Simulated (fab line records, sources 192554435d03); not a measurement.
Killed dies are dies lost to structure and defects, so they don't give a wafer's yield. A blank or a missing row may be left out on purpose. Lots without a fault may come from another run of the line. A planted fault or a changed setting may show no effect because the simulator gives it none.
fab line records | flow n5_finfet
record lots=6 wafers=16 last_day=16
route steps=1938 shown PMOS_HMC_CHANNEL_EPI@66 FIN_SAQP@90 BEOL_M4@1111
lots that met no fault: from a run of the same line without faults
start_h: hours from the record's first day to the start of the lot's first wafer shown | wait_h: hours since the lot's step before | " the same as in the row above | L1.1+2: a row that stands for several wafers | - no value, or no start given | * or withheld: withheld | < > ~ a bound
route shown NAME@n: a module of which the file shows steps, and the number in the route of the first | usual: mean/standard deviation of fault-free wafers | same: alike in all rows | chamber/n: place in a boat | sites: the reading at each site | _std_site: their standard deviation | _edge_site: outer sites' mean less inner sites' | radius_mm: how far each site lies from the wafer's centre | mask NAME#n: copy n | behind: the tool/chamber that last shaped the wafer | hold: why the lot was held/for how many hours/how that ended | device: the transistor (n, p or np) that didn't switch | end of line: the same wafers' tests at the end of the route | a step without rows: its recipe alone | killed: dies lost to structure and defects at the first sort, not the wafer's yield | map: a wafer's dies, x killed, . not, _ none there
set.NAME: the setting as run; set.NAME@STEP: as run at that earlier step | model.NAME: the simulator's own value behind a step, which no gauge read
lots at some steps of the route; a table a step, a row a wafer
services: from which hour (start_h, from the record's first day; less than 0 if before it) a tool's chamber was out of use, for how many hours, and why
## steps
# step N5_PMOS_HMC_CHANNEL_EPI_OVL_MEAS_10
# recipe points_per_wafer=44
# usual PMOS_HMC_BLK_OVL=0.5/0.73
# columns lot.wafer tool chamber start_h wait_h PMOS_HMC_BLK_OVL[nm]
L549.1 overlay-01 0 41.83 0.0 0.4
L549.2 " 0 " " -0.4
L549.3 " 0 " " 1.0
L550.3 overlay-01 0 48.73 0.0 -0.5
L550.4 " 0 " " -0.2
L550.6 " 0 " " 0.7
L555.3 overlay-01 0 77.55 0.0 1.5
L555.5 " 0 " " 0.6
L556.4 overlay-02 0 84.06 0.0 2.1
L556.5 " 0 " " 1.3
L563.1 overlay-02 0 126.23 0.0 1.9
L563.3 " 0 " " 1.3
L563.6 " 0 " " 0.5
L564.1 overlay-02 0 131.08 0.0 0.2
L564.4 " 0 " " 0.3
L564.6 " 0 " " -0.2
# step N5_PMOS_HMC_CHANNEL_EPI_INSPECT_11
# recipe mode=adi inspect_instrument=macro
# usual raw_defect_count=2.0/1.6
# columns lot.wafer tool chamber start_h wait_h raw_defect_count
L549.1 defect_inspect-01 - 41.85 0.0 3
L549.2 " - " " 4
L549.3 " - " " 0
L550.3 defect_inspect-02 - 48.76 0.0 4
L550.4 " - " " 1
L550.6 " - " " 2
L555.3 defect_inspect-02 - 77.58 0.0 5
L555.5 " - " " 2
L556.4 defect_inspect-01 - 84.08 0.0 4
L556.5 " - " " 2
L563.1 defect_inspect-02 - 126.25 0.0 0
L563.3 " - " " 2
L563.6 " - " " 3
L564.1 defect_inspect-02 - 131.11 0.0 1
L564.4 " - " " 1
L564.6 " - " " 2
# step N5_PMOS_HMC_CHANNEL_EPI_DESCUM_14
# recipe chemistry=O2 time_s=7.9 source_power_w=50 bias_power_w=20 pressure_mtorr=20 rf_frequency_hz=2.712e+07 temp_c=40 resist=CAR-ArF-block o2_flow_sccm=225
# step N5_PMOS_HMC_CHANNEL_EPI_ETCH_32
# recipe chemistry=N2/H2 target=BARC stop_on=SiO2 target_depth_a=858 over_etch_frac=0.3 time_s=50.3 ion_energy_ev=200 mask_material=CAR-ArF-block pressure_mtorr=30 source_w=840 bias_w=150 n2_flow_sccm=200 h2_flow_sccm=200
# step N5_PMOS_HMC_CHANNEL_EPI_HM_OPEN_15
# recipe chemistry=CHF3/O2 target=SiO2 mask_material=CAR-ArF-block target_depth_a=406 CHF3_flow_sccm=50 O2_flow_sccm=5 Ar_flow_sccm=200 time_s=20.3 pressure_mtorr=30 source_w=650 bias_w=170 ion_energy_ev=200
# step N5_PMOS_HMC_CHANNEL_EPI_STRIP_33
# recipe chemistry=N2/H2 power_w=500 temp_c=40 pressure_mtorr=50 rf_frequency_hz=6e+07 overash_fraction=0.3 bias_power_w=8 h2_frac=0.5 n2_flow_sccm=300 h2_flow_sccm=300
# usual drypump_motor_current_A=5.9/0.59 oes_product_au=0.80/0.088 rf_vpp_V=54.4/1.7 showerhead_plenum_p_Torr=3.35/0.097 throttle_valve_pct=18.9/0.4
# columns lot.wafer tool chamber start_h wait_h drypump_motor_current_A oes_product_au rf_hours_counter_h rf_vpp_V showerhead_plenum_p_Torr throttle_valve_pct
L549.1 rie_diel-01 0 42.09 0.1 5.1 0.68 258 55.5 3.30 19.4
L549.2 " 2 " " 6.8 0.83 82 53.2 3.29 18.9
L549.3 " 0 " " 5.1 0.68 - 53.7 3.30 19.3
L550.3 rie_diel-02 1 48.93 0.0 5.4 0.78 123 55.3 3.38 18.7
L550.4 " 2 " " 6.2 0.68 233 54.6 3.16 18.9
L550.6 " 1 " " 5.4 0.79 - 55.0 3.38 18.8
L555.3 rie_diel-01 1 77.74 0.0 6.4 0.93 10 53.3 3.42 18.8
L555.5 " 0 " " 5.1 0.98 - 54.0 3.30 19.0
L556.4 rie_diel-04 3 84.25 0.0 6.6 0.83 101 52.2 3.24 18.6
L556.5 " 1 " " 5.0 0.95 - 54.2 3.47 19.2
L563.1 rie_diel-02 3 126.50 0.0 6.0 0.71 158 53.7 3.34 19.2
L563.3 " 0 " " 5.6 0.70 233 54.2 3.48 19.6
L563.6 " 3 " " 6.0 0.72 - 55.6 3.34 19.2
L564.1 rie_diel-04 1 131.40 0.0 5.0 0.89 16 55.2 3.46 19.2
L564.4 " 2 " " 5.7 0.75 151 56.4 3.23 18.6
L564.6 " 2 " " 5.7 0.76 - 54.0 3.23 18.6
# step N5_PMOS_HMC_CHANNEL_EPI_STRIP_17
# recipe chemistry=SPM time_s=750 temp_c=130 h2so4_h2o2_vol_ratio=4 dry=ipa_marangoni
# step N5_PMOS_HMC_CHANNEL_EPI_ETCH_38
# recipe chemistry=CF4 target=SiO2 target_depth_a=15 ion_energy_ev=350 pressure_mtorr=10 icp_w=800 bias_w=400 cf4_flow_sccm=80
# step N5_PMOS_HMC_CHANNEL_EPI_FIN_RECESS_16
# recipe chemistry=HBr/Cl2 target=Si mask_material=SiO2 target_depth_a=540 time_s=18 pressure_mtorr=10 icp_w=800 bias_w=75 HBr_flow_sccm=150 Cl2_flow_sccm=80
# step N5_PMOS_HMC_CHANNEL_EPI_PRECLEAN_36
# recipe chemistry=O3/DIW time_s=45 temp_c=22 o3_ppm=10
# step N5_PMOS_HMC_CHANNEL_EPI_PRECLEAN_18
# recipe chemistry=DHF time_s=30 temp_c=25 dilution=withheld
# step N5_PMOS_HMC_CHANNEL_EPI_SRD_19
# recipe dry=ipa_marangoni do_ppb=5 time_s=30 temp_c=23 rinse_liquid=diw
# step N5_PMOS_HMC_CHANNEL_EPI_EPI_20
# recipe material=SiGe30 mask_material=SiO2 pressure_torr=20 target_thk_a=590 temp_c=600
# columns lot.wafer tool chamber start_h wait_h model.SiGe30_of_PMOS_HMC_CHANNEL_EPI_EPI_20.thk_nm
L549.1 epi_rpcvd-01 0 42.60 0.0 58.97
L549.2 " 0 " " 59.58
L549.3 " 0 " " 59.39
L550.3 epi_rpcvd-03 0 49.87 0.4 59.34
L550.4 " 0 " " 58.82
L550.6 " 0 " " 59.5
L555.3 epi_rpcvd-03 0 78.89 0.4 59.36
L555.5 " 0 " " 39.13
L556.4 epi_rpcvd-03 0 85.39 0.6 60.21
L556.5 " 0 " " 39.79
L563.1 epi_rpcvd-01 0 127.00 0.0 59.66
L563.3 " 0 " " 58.76
L563.6 " 0 " " 59.38
L564.1 epi_rpcvd-02 0 131.90 0.0 59.24
L564.4 " 0 " " 59.1
L564.6 " 0 " " 59.16
# step N5_PMOS_HMC_CHANNEL_EPI_HM_STRIP_35
# recipe chemistry=dHF temp_c=25 material=SiO2 target=SiO2 target_depth_a=396 time_s=216
# step N5_PMOS_HMC_CHANNEL_EPI_SRD_39
# recipe dry=ipa_marangoni time_s=30 temp_c=23 rinse_liquid=diw
# step N5_PMOS_HMC_CHANNEL_EPI_CMP_21
# recipe material=SiGe30 post_cmp_clean=alkaline_brush target_thk_nm=54
# usual motor_current_A=12.4/1.1
# columns lot.wafer tool chamber start_h wait_h motor_current_A
L549.3 cmp-01 2 43.94 0.0 13.1
L549.1 " 3 " " 12.3
L549.2 " 1 " " 11.5
L550.3 cmp-02 1 50.88 0.0 13.5
L550.4 " 3 " " 12.2
L550.6 " 2 " " 10.9
L555.3 cmp-03 2 79.82 0.0 12.5
L555.5 " 3 " " 10.8
L556.4 cmp-03 0 86.29 0.2 15.3
L556.5 " 1 " " 11.6
L563.1 cmp-01 3 128.82 0.1 13.4
L563.3 " 0 " " 12.8
L563.6 " 1 " " 11.6
L564.4 cmp-01 1 133.27 0.1 12.0
L564.1 " 2 " " 12.7
L564.6 " 1 " " 11.7
# step N5_PMOS_HMC_CHANNEL_EPI_THK_MEAS_22
# recipe reads=SiGe30_of_PMOS_HMC_CHANNEL_EPI_EPI_20
# usual HMC_CMP_THK=53.5/1.1
# columns lot.wafer tool chamber start_h wait_h HMC_CMP_THK[nm]
L549.1 film_metro-01 - 44.23 - 53.3
L549.2 " - " " 53.8
L549.3 " - " " 52.9
L550.3 film_metro-02 - 51.18 - 53.0
L550.4 " - " " 52.2
L550.6 " - " " 51.3
L555.3 film_metro-01 - 80.12 - 54.7
L555.5 " - " " 39.1
L556.4 film_metro-01 - 86.58 - 53.5
L556.5 " - " " 39.7
L563.1 film_metro-02 - 129.04 - 53.8
L563.3 " - " " 52.8
L563.6 " - " " 52.0
L564.1 film_metro-01 - 133.53 - 53.3
L564.4 " - " " 53.5
L564.6 " - " " 54.7
# step N5_PMOS_HMC_CHANNEL_EPI_PRECLEAN_40
# recipe chemistry=DHF time_s=30 temp_c=25 dilution=withheld
# step N5_PMOS_HMC_CHANNEL_EPI_PRECLEAN_37
# recipe chemistry=O3/DIW time_s=45 temp_c=22 o3_ppm=10
# same time_s=45
# columns lot.wafer tool chamber start_h wait_h model.SiGe30_of_PMOS_HMC_CHANNEL_EPI_EPI_20.thk_nm
L549.1 wet_bench-01 1 44.27 0.0 53.7
L549.2 " 6 " " 53.56
L549.3 " 5 " " 53.28
L550.3 wet_bench-01 5 51.22 0.0 53.2
L550.4 " 4 " " 53.35
L550.6 " 1 " " 53.02
L555.3 wet_bench-04 2 80.17 0.0 53.36
L555.5 " 3 " " 38.36
L556.4 wet_bench-06 7 86.62 0.0 52.77
L556.5 " 3 " " 39.02
L563.1 wet_bench-04 3 129.08 0.0 53.42
L563.3 " 2 " " 53.07
L563.6 " 1 " " 53.53
L564.1 wet_bench-01 7 133.57 0.0 53.21
L564.4 " 1 " " 53.55
L564.6 " 0 " " 53.47
# step N5_PMOS_HMC_CHANNEL_EPI_PRECLEAN_24
# recipe chemistry=DHF time_s=30 temp_c=25 dilution=withheld
# step N5_PMOS_HMC_CHANNEL_EPI_SRD_25
# recipe dry=ipa_marangoni do_ppb=5 time_s=30 temp_c=23 rinse_liquid=diw
# step N5_PMOS_HMC_CHANNEL_EPI_EPI_26
# recipe material=Si target_thk_a=38 temp_c=650 precursor=SiH4/H2 pressure_torr=20 time_s=22.7
# usual throttle_valve_pct=11.2/0.35
# same time_s=22.7
# columns lot.wafer tool chamber start_h wait_h throttle_valve_pct
L549.1 epi_rpcvd-03 0 44.35 0.0 10.6
L549.2 " 0 " " 10.9
L549.3 " 0 " " 10.8
L550.3 epi_rpcvd-02 0 51.39 0.1 11.9
L550.4 " 0 " " 11.6
L550.6 " 0 " " 11.4
L555.3 epi_rpcvd-02 0 80.38 0.1 11.6
L555.5 " 0 " " 11.4
L556.4 epi_rpcvd-01 0 86.84 0.2 10.7
L556.5 " 0 " " 11.0
L563.1 epi_rpcvd-02 0 129.15 0.0 11.5
L563.3 " 0 " " 11.6
L563.6 " 0 " " 11.4
L564.1 epi_rpcvd-01 0 133.64 0.0 11.0
L564.4 " 0 " " 10.9
L564.6 " 0 " " 10.9
# step N5_PMOS_HMC_CHANNEL_EPI_INSPECT_30
# recipe inspect_instrument=darkfield mode=post_epi
# usual raw_defect_count=19/6.9
# columns lot.wafer tool chamber start_h wait_h raw_defect_count
L549.1 defect_inspect-01 - 44.72 0.0 18
L549.2 " - " " 14
L549.3 " - " " 20
L550.3 defect_inspect-01 - 51.66 0.0 19
L550.4 " - " " 14
L550.6 " - " " 17
L555.3 defect_inspect-01 - 80.65 0.0 18
L555.5 " - " " 30
L556.4 defect_inspect-02 - 87.06 0.0 19
L556.5 " - " " 33
L563.1 defect_inspect-01 - 129.62 0.0 13
L563.3 " - " " 19
L563.6 " - " " 10
L564.1 defect_inspect-01 - 134.13 0.0 21
L564.4 " - " " 32
L564.6 " - " " 16
# step N5_FIN_SAQP_PRECLEAN_42
# recipe chemistry=O3/DIW time_s=60 temp_c=22 o3_ppm=10
# step N5_FIN_SAQP_PRECLEAN_00
# recipe chemistry=SC1 time_s=60 temp_c=55 mix=1:2:50
# step N5_FIN_SAQP_PRECLEAN_44
# recipe chemistry=SC2 time_s=45 temp_c=35 mix=1:1:50
# step N5_FIN_SAQP_SRD_01
# recipe dry=ipa_marangoni time_s=30 temp_c=23 rinse_liquid=diw
# step N5_FIN_SAQP_ALD_61
# recipe material=SiO2 target_thk_a=40 temp_c=300 ald_precursor_family=BDEAS ald_co_reactant=O2-plasma pulse_time_s=1 purge_time_s=2 co_reactant_purge_time_s=2 ald_cycles=43 pressure_torr=2
# usual heater_power_w=481/66 precursor_pulse_height_rel=1.001/0.018
# columns lot.wafer tool chamber start_h wait_h heater_power_w precursor_pulse_height_rel since_wet_clean_h
L549.1 ald_sin-01 1 44.84 0.0 457 0.981 326
L549.2 " 2 " " 616 1.041 326
L549.3 " 0 " " 347 0.960 326
L550.3 ald_sin-02 0 51.78 0.0 437 0.998 241
L550.4 " 1 " " 465 0.981 241
L550.6 " 2 " " 482 1.012 -
L555.3 ald_sin-03 2 80.77 0.0 535 0.966 73
L555.5 " 0 " " 453 0.986 -
L556.4 ald_sin-02 0 87.27 0.1 448 1.029 -
L556.5 " 2 " " 477 1.019 -
L563.1 ald_sin-03 1 129.92 0.2 418 1.004 122
L563.3 " 0 " " 468 1.019 122
L563.6 " 1 " " 424 0.983 -
L564.1 ald_sin-02 1 134.26 0.0 463 0.983 323
L564.4 " 0 " " 450 1.014 323
L564.6 " 3 " " 492 1.021 -
# step N5_FIN_SAQP_DENSIFY_62
# recipe temp_c=700 time_s=60 ambient=N2 idle_temp_c=600 ramp_up_c_per_s=150 ramp_down_c_per_s=60 cool_to_c=600
# step N5_FIN_SAQP_HM_DEP_03
# recipe material=SiNx target_thk_a=380 temp_c=400 precursor=SiH4/NH3/N2 pressure_torr=1.5 rf_w=300 time_s=33.6
# step N5_FIN_SAQP_THK_MEAS_05
# usual thk_nm=38.2/0.63
# columns lot.wafer tool chamber start_h wait_h thk_nm
L549.1 film_metro-02 - 45.35 0.1 38.0
L549.2 " - " " 37.9
L549.3 " - " " 37.9
L550.3 film_metro-01 - 52.31 0.1 38.5
L550.4 " - " " 38.3
L550.6 " - " " 38.0
L555.3 film_metro-01 - 81.28 0.1 38.5
L555.5 " - " " 38.5
L556.4 film_metro-02 - 87.94 0.0 38.6
L556.5 " - " " 39.0
L563.1 film_metro-01 - 130.51 0.1 38.7
L563.3 " - " " 38.3
L563.6 " - " " 38.8
L564.1 film_metro-02 - 134.97 0.1 38.4
L564.4 " - " " 39.3
L564.6 " - " " 38.3
# step N5_FIN_SAQP_PECVD_47
# recipe material=a-Si target_thk_a=450 temp_c=400 precursor=SiH4/He pressure_torr=3 rf_w=100 time_s=36.3
# step N5_FIN_SAQP_PECVD_48
# recipe material=SiNx target_thk_a=250 temp_c=400 precursor=SiH4/NH3/N2 pressure_torr=1.5 rf_w=300 time_s=22.1
# step N5_FIN_SAQP_PECVD_06
# recipe material=a-Si target_thk_a=600 temp_c=400 precursor=SiH4/He pressure_torr=3 rf_w=100 time_s=48.1
# usual heater_power_w=847/120 rf_fwd_power_W=99.2/0.35 showerhead_plenum_p_Torr=5.67/0.063 throttle_valve_pct=18.0/0.85
# same time_s=48.1
# columns lot.wafer tool chamber start_h wait_h heater_power_w rf_fwd_power_W showerhead_plenum_p_Torr since_wet_clean_h throttle_valve_pct
L549.1 pecvd-04 2 45.47 0.0 835 99.1 5.65 358 19.2
L549.2 " 1 " " 757 99.0 5.54 1837 18.8
L549.3 " 0 " " 1104 99.3 5.63 1112 17.9
L550.3 pecvd-02 0 52.50 0.0 890 99.9 5.77 - 16.5
L550.4 " 2 " " 757 99.4 5.76 - 17.5
L550.6 " 2 " " 741 99.7 5.74 - 17.4
L555.3 pecvd-04 0 81.40 0.0 1165 99.3 5.62 1148 17.9
L555.5 " 0 " " 1176 99.2 5.63 - 18.2
L556.4 pecvd-02 2 88.08 0.0 791 99.7 5.75 - 17.3
L556.5 " 1 " " 794 99.3 5.65 - 19.4
L563.1 pecvd-02 0 130.62 0.0 842 98.9 5.76 404 16.7
L563.3 " 2 " " 756 99.4 5.74 81 17.3
L563.6 " 0 " " 861 99.7 5.73 - 16.6
L564.1 pecvd-02 0 135.09 0.0 779 99.3 5.75 408 17.0
L564.4 " 0 " " 796 99.4 5.74 - 16.9
L564.6 " 1 " " 824 99.6 5.66 - 19.2
# step N5_FIN_SAQP_THK_MEAS_07
# usual thk_nm=59.9/0.82
# columns lot.wafer tool chamber start_h wait_h thk_nm
L549.1 film_metro-01 - 45.56 0.1 59.5
L549.2 " - " " 59.2
L549.3 " - " " 59.1
L550.3 film_metro-02 - 52.59 0.1 59.1
L550.4 " - " " 59.6
L550.6 " - " " 58.8
L555.3 film_metro-02 - 81.49 0.1 59.7
L555.5 " - " " 60.4
L556.4 film_metro-01 - 88.15 0.0 60.0
L556.5 " - " " 59.4
L563.1 film_metro-02 - 130.71 0.1 58.9
L563.3 " - " " 59.8
L563.6 " - " " 60.0
L564.1 film_metro-01 - 135.18 0.1 60.0
L564.4 " - " " 60.9
L564.6 " - " " 60.3
# step N5_FIN_SAQP_HM_DEP_72
# recipe material=SiO2 target_thk_a=120 temp_c=400 precursor=SiH4/N2O pressure_torr=0.75 rf_w=275 time_s=7.2
# step N5_FIN_SAQP_COAT_49
# recipe resist=SOC temp_c=250 time_s=60 spin_rpm=1500 resist_thk_nm=100
# step N5_FIN_SAQP_COAT_50
# recipe resist=SiARC temp_c=220 time_s=60 spin_rpm=1500 resist_thk_nm=35
# step N5_FIN_SAQP_COAT_10
# recipe resist=CAR-ArF spin_rpm=1500 resist_thk_nm=90
# step N5_FIN_SAQP_EBR_12
# recipe solvent=PGMEA ebr_width_mm=1.5
# step N5_FIN_SAQP_SOFTBAKE_11
# recipe temp_c=110 time_s=60 resist=CAR-ArF
# step N5_BEOL_M4_RC_MEAS_101
# usual CJ_P=5.81/0.23 DIBL_N=36.9/2.1 DIBL_P=37.1/2.5 IOFF_N=0.17/0.039 IOFF_P=0.23/0.043 IOFF_P_85C=3.9/0.62 IOFF_P_LIN=0.105/0.015 IOFF_P_LONG=0.000107/6.2e-06 ION_N=673/15 ION_P=462/9.1 REXT_P=100.8/2.7 RS_NWELL=1037/6.4 SS_N=71.8/0.69 SS_P=73.6/0.74 VT_N=250/3.6 VT_P=-249.7/2.9 VT_P_LONG=-274.6/2.2
# columns lot.wafer tool chamber start_h wait_h CJ_P DIBL_N[mV/V] DIBL_P[mV/V] IOFF_N[nA/um] IOFF_P[nA/um] IOFF_P_85C[nA/um] IOFF_P_LIN[nA/um] IOFF_P_LONG[nA/um] ION_N[uA/um] ION_P[uA/um] REXT_P[ohm.um] RS_NWELL[ohm/sq] SS_N[mV/dec] SS_P[mV/dec] VT_N[mV] VT_P[mV] VT_P_LONG[mV]
L550.3 prober-01 0 196.06 0.3 6.08 38.3 36.5 0.16 0.22 3.9 0.103 0.000111 658 450 97.6 1044 72.4 74.1 251 -251.2 -273.3
L550.4 " 0 " " 6.23 37.4 36.7 0.14 0.22 3.9 0.106 0.000119 657 462 97.4 1038 71.4 73.4 253 -248.2 -272.5
L550.6 " 0 " " 6.38 36.7 35.7 0.13 0.21 3.8 0.104 0.00012 648 461 97.3 1036 71.1 72.9 252 -249.5 -272.6
L549.1 prober-02 0 197.47 0.0 5.90 38.4 39.1 0.20 0.26 4.3 0.115 0.000104 690 470 103.4 1039 72.4 74.5 250 -250.4 -274.6
L549.2 " 0 " " 5.90 35.2 35.7 0.16 0.21 3.6 0.100 0.000104 691 471 103.4 1042 71.2 73.7 251 -251.3 -273.6
L549.3 " 0 " " 5.89 37.5 37.1 0.19 0.22 3.7 0.101 9.9e-05 675 454 104.4 1038 72.3 74.0 250 -252.9 -274.2
L555.3 prober-02 0 230.44 0.3 5.77 38.0 35.9 0.20 0.23 3.8 0.107 0.000104 667 459 95.8 1035 72.6 73.9 250 -248.9 -277.8
L555.5 " 0 " " 4.67 37.6 63.7 0.20 2.91 32.3 0.192 7.3e-05 691 371 111.8 1059 71.8 95.0 245 -249.8 -283.4
L556.4 prober-01 0 242.23 0.5 5.76 36.7 35.8 0.16 0.23 3.8 0.102 0.000103 668 461 98.4 1049 71.4 73.7 253 -248.0 -273.8
L556.5 " 0 " " 4.79 34.3 66.3 0.13 3.23 36.3 0.170 7.5e-05 650 357 114.1 1066 71.6 101.3 256 -253.7 -283.3
L563.1 prober-01 0 279.40 0.0 5.48 34.8 34.5 0.13 0.16 2.9 0.079 9.4e-05 670 456 100.5 1028 71.0 72.6 255 -254.5 -277.6
L563.3 " 0 " " 5.88 34.7 35.2 0.12 0.17 3.1 0.085 0.000103 648 450 96.5 1034 71.9 73.1 256 -254.4 -275.3
L563.6 " 0 " " 6.14 35.3 34.9 0.13 0.16 2.9 0.078 0.000103 640 442 97.7 1032 71.6 72.8 256 -255.4 -276.1
L564.1 prober-01 0 283.97 0.0 5.87 37.0 35.9 0.18 0.20 3.5 0.097 0.000114 680 461 98.9 1032 72.4 73.5 249 -250.5 -277.5
L564.4 " 0 " " 5.91 37.0 38.2 0.19 0.25 4.3 0.116 0.000117 680 463 99.2 1027 71.8 74.2 246 -246.9 -272.3
L564.6 " 0 " " 5.37 39.0 40.5 0.22 0.28 4.6 0.122 0.000104 679 463 100.9 1025 72.7 74.5 246 -246.6 -273.0
## services
# columns tool chamber start_h hours kind
epi_rpcvd-02 - 23.25 2.8 pm
rie_diel-02 1 29.51 5.5 repair
cmp-03 - 29.67 3.9 repair
cmp-01 - 31.51 1.2 repair
rie_diel-01 3 31.66 14.4 repair
rie_diel-01 - 38.35 2.0 repair
ald_sin-01 - 39.70 2.8 pm
cmp-02 - 41.51 9.0 repair
ald_sin-01 0 48.83 4.5 repair
cmp-03 - 51.28 2.7 repair
pecvd-02 1 52.18 3.5 repair
cmp-03 - 54.28 2.8 repair
ald_sin-02 1 57.24 1.4 repair
rie_diel-02 3 63.87 10.9 repair
rie_diel-02 3 75.88 2.6 repair
ald_sin-02 3 78.35 9.7 repair
pecvd-04 - 87.24 0.4 repair
ald_sin-03 - 96.95 6.1 pm
cmp-01 - 105.68 0.8 repair
cmp-03 - 113.53 4.0 pm
rie_diel-04 2 114.20 1.9 repair
epi_rpcvd-02 - 115.82 8.1 pm
rie_diel-04 - 131.63 0.8 repair
rie_diel-04 0 132.51 11.9 repair
## key
first_sign step=N5_PMOS_HMC_CHANNEL_EPI_THK_MEAS_22 reading=HMC_CMP_THK direction=down sigmas=13 usual=53.5 struck=39.4
effect step=N5_BEOL_M4_RC_MEAS_101 reading=IOFF_P direction=up sigmas=66 usual=0.23 struck=3.07
effect step=N5_BEOL_M4_RC_MEAS_101 reading=IOFF_P_85C direction=up sigmas=49 usual=3.9 struck=34.3
effect step=N5_BEOL_M4_RC_MEAS_101 reading=SS_P direction=up sigmas=33 usual=73.6 struck=98.1
effect step=N5_BEOL_M4_RC_MEAS_101 reading=DIBL_P direction=up sigmas=11 usual=37.1 struck=65.0
effect step=N5_BEOL_M4_RC_MEAS_101 reading=ION_P direction=down sigmas=11 usual=462 struck=364
effect step=N5_BEOL_M4_RC_MEAS_101 reading=IOFF_P_LONG direction=down sigmas=5.3 usual=0.000107 struck=7.4e-05
effect step=N5_BEOL_M4_RC_MEAS_101 reading=IOFF_P_LIN direction=up sigmas=5.2 usual=0.105 struck=0.181
effect step=N5_BEOL_M4_RC_MEAS_101 reading=CJ_P direction=down sigmas=4.7 usual=5.81 struck=4.73
effect step=N5_BEOL_M4_RC_MEAS_101 reading=REXT_P direction=up sigmas=4.4 usual=100.8 struck=113.0
effect step=N5_BEOL_M4_RC_MEAS_101 reading=RS_NWELL direction=up sigmas=4 usual=1037 struck=1062
effect step=N5_BEOL_M4_RC_MEAS_101 reading=VT_P_LONG direction=down sigmas=3.9 usual=-274.6 struck=-283.3
model_effect step=N5_PMOS_HMC_CHANNEL_EPI_EPI_20 value=SiGe30_of_PMOS_HMC_CHANNEL_EPI_EPI_20.thk_nm without=59.47 struck=39.46
model_effect step=N5_PMOS_HMC_CHANNEL_EPI_PRECLEAN_37 value=SiGe30_of_PMOS_HMC_CHANNEL_EPI_EPI_20.thk_nm without=53.17 struck=38.69
met_at N5_PMOS_HMC_CHANNEL_EPI_EPI_20
struck_wafers L555.5,L556.5
sort_left_out L555.5,L556.5
onset_between 49.87 78.89
fault kind=process_parameter_drift tool=epi_rpcvd-03 chamber=- onset_h=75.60 steps=N5_PMOS_HMC_CHANNEL_EPI_EPI_20 channel=target_thk_a offset=* shape=step end_h=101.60 scope=struck_wafers_only acts_in=* stated=*
# sort_left_out: the simulated sort isn't trusted on such a fault, so these wafers' sort isn't shown, and their yield isn't known
